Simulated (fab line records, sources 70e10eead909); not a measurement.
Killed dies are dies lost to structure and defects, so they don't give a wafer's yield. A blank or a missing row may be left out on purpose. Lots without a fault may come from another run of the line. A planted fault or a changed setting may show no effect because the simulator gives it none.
Problem report in the 8D (eight disciplines) form, filled by code | flow nand_harc | the parts of the form that need people (team, actions taken, sign-off) are left out

1. THE PROBLEM
run_length_s at NHARC_THIN_TSV_ETCH_59 reads a mean of 173.0 s on 6 wafers of 2 lots; wafers without a fault read 159.4 s with a standard deviation of 0.48. That is +28 standard deviations from the usual mean.
The step: etches the open film in Cl2/BCl3, target depth 880 nm, time 138.1 s.
First seen on wafer L101.4, day 22 08:03, on rie_metal-02. The record holds 39 wafers of 13 lots with a number at this step. Rule for "out", or "out of limits": more than 4 standard deviations from the usual mean. The other wafers with a number count as sound.

2. WHAT IT IS AND WHAT IT IS NOT
question                    | is                     | is not
which readings at this step | run_length_s           | he_backside_leak_sccm, rf_fwd_power_W, throttle_valve_pct
which lots                  | L101, L102             | L104, L105, L107, L109, L986, L987, L991, L992, L994, L995, L997
which wafers of those lots  | all that have a number | -
read on which tools         | rie_metal-02           | rie_metal-01, rie_metal-03
when                        | from day 22 08:03      | up to then (21 sound wafers); but 12 sound wafers of L104, L105, L107, L109 came after

3. SUSPECTS, AND WHAT RULES EACH OUT
Counting: a tool at a process step up to the reading stays a suspect if it ran every lot that is out and no sound lot after the first of them.
- rie_metal-02 at NHARC_THIN_TSV_ETCH_59 (etches the open film in Cl2/BCl3, target depth 880 nm, time 138.1 s): kept. It ran every lot that is out, first L101 (day 22 08:03), and no sound lot after that; its last sound lot up to then is L997 (day 21 10:56). Its own readings are out on those wafers: run_length_s.
Left after counting: rie_metal-02 at NHARC_THIN_TSV_ETCH_59.

4. THE CAUSE (what the simulator had put in)
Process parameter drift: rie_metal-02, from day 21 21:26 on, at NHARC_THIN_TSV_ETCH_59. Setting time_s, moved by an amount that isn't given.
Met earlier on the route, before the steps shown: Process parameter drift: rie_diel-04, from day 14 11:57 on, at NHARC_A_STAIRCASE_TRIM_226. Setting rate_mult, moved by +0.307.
Counting left only this tool.

5. THE CHAIN OF EFFECTS, in route order
Each row: a reading whose mean over the struck wafers that have a number lies more than 3 standard deviations from the usual. Only readings for which the record gives a usual standard deviation are gone through. hours: the time from each lot's start at the first step in this table that gives one to its start at this step, as a median over the lots. sigmas: the change in usual standard deviations.
hours | step                   | reading      | usual   | on struck wafers | change | sigmas
0     | NHARC_THIN_TSV_ETCH_59 | run_length_s | 159.4 s | 173.0            | +13.6  | +28
The process steps in it:
- NHARC_THIN_TSV_ETCH_59: etches the open film in Cl2/BCl3, target depth 880 nm, time 138.1 s.
Later measuring or inspecting steps at which every struck wafer that the step has a row for has a number for every such reading, and none has moved that far: NHARC_THIN_TSV_CD_MEAS_37, NHARC_END_SORT_01.

6. WHAT WOULD HAVE CAUGHT IT SOONER
In this record the first reading out of limits was taken at day 22 08:03, 11 hours after the fault began at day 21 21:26.
